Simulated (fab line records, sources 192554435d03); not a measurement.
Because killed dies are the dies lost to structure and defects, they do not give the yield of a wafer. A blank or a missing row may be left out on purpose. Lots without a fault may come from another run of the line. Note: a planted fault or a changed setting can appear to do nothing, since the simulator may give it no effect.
Lot-split experiment ; flow n5_finfet ; route with 1938 steps; 7 lots, 21 wafers read

## THE SPLIT ITSELF
At N5_PASSIVATION_ETCH_15 (etches SiCN in CF4/N2, target depth 75 nm, time 81.2 s), the setting bias_w was moved away from the recipe's 70 W on 5 of the 21 wafers read, by +9.6% to +17.5%. All remaining wafers had this setting at the recipe value.

The split's own step is where the reading is taken.

## THE READING
rf_vpp_V, in V, at N5_PASSIVATION_ETCH_15 (etches SiCN in CF4/N2, target depth 75 nm, time 81.2 s). A value of 382.4 V with a standard deviation of 2.6 V is what fault-free wafers of this fab line usually give.

wafer;tool, chamber at the split;bias_w as run, W;against the recipe;rf_vpp_V, V;against lot-mates on the recipe
L074.4;rie_diel-02, 3;70;recipe;383.9;-
L074.5;rie_diel-02, 1;70;recipe;386.5;-
L074.6;rie_diel-02, 2;70;recipe;381.0;-
L084.2;rie_diel-02, 2;70;recipe;380.0;-
L084.4;rie_diel-02, 3;79.29;+13.3%;414.3;+34.3
L084.6;rie_diel-02, 3;79.29;+13.3%;414.3;+34.3
L081.1;rie_diel-05, 0;76.7;+9.6%;404.0;+20.9
L081.5;rie_diel-05, 1;76.7;+9.6%;407.2;+24.1
L081.6;rie_diel-05, 2;70;recipe;383.1;-
L086.2;rie_diel-06, 0;70;recipe;377.5;-
L086.3;rie_diel-06, 2;70;recipe;383.1;-
L086.4;rie_diel-06, 3;70;recipe;386.7;-
L088.2;rie_diel-02, 2;70;recipe;379.4;-
L088.4;rie_diel-02, 0;82.23;+17.5%;425.1;+43.7
L088.6;rie_diel-02, 0;70;recipe;383.5;-
L093.1;rie_diel-06, 2;70;recipe;383.1;-
L093.2;rie_diel-06, 3;70;recipe;386.5;-
L093.3;rie_diel-06, 0;70;recipe;378.2;-
L094.2;rie_diel-02, 0;70;recipe;382.7;-
L094.3;rie_diel-02, 1;70;recipe;383.2;-
L094.4;rie_diel-02, 3;70;recipe;382.5;-

THE FIT
A straight line over all 21 wafers: rf_vpp_V changes by +2.41 V for each +1% of bias_w; r = +0.98; the points scatter about the line by 2.5 V.
The same after taking each lot's own level away (the mean of its wafers on the recipe; 21 wafers): +2.51 V for each +1%; r = +0.99; scatter 2.4 V.
That fit puts the effect of the largest move of bias_w on the reading at 44 V.
The lots' own levels span 380.00 to 383.80 V, that is 1.5 times the standard deviation above.
Consequently the slope shifts little with the lot-to-lot level, the two slopes agreeing.
Check: with one of the wafers moved furthest among these (+17.5%) left out of the fit, the line predicts +43.8 V for it against its lot-mates. Against them it came out at +43.7 V.
Tool readings at the split's step, against how far the setting was moved: rf_vpp_V r = +0.98.

## THE OTHER SPLITS THESE WAFERS WENT THROUGH
Other splits were also applied to these wafers ahead of the reading. Each is held against what the fit with the lots' levels taken away leaves over:
other split on the same wafers;wafers away from the commonest value;r with rf_vpp_V (lot level and that fit taken away)
N5_BEOL_M12_SPUTTER_44 power_w;7;+0.18
N5_BEOL_M14_ETCH_68 time_s;7;+0.03
N5_BEOL_M15_COAT_22 spin_rpm;5;-0.20
N5_BEOL_M15_TRENCH_ETCH_34 bias_w;7;+0.01

## THE FILE'S OWN FIT
rf_vpp_V changes by +2.5 V for each +1% of bias_w, r = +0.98.
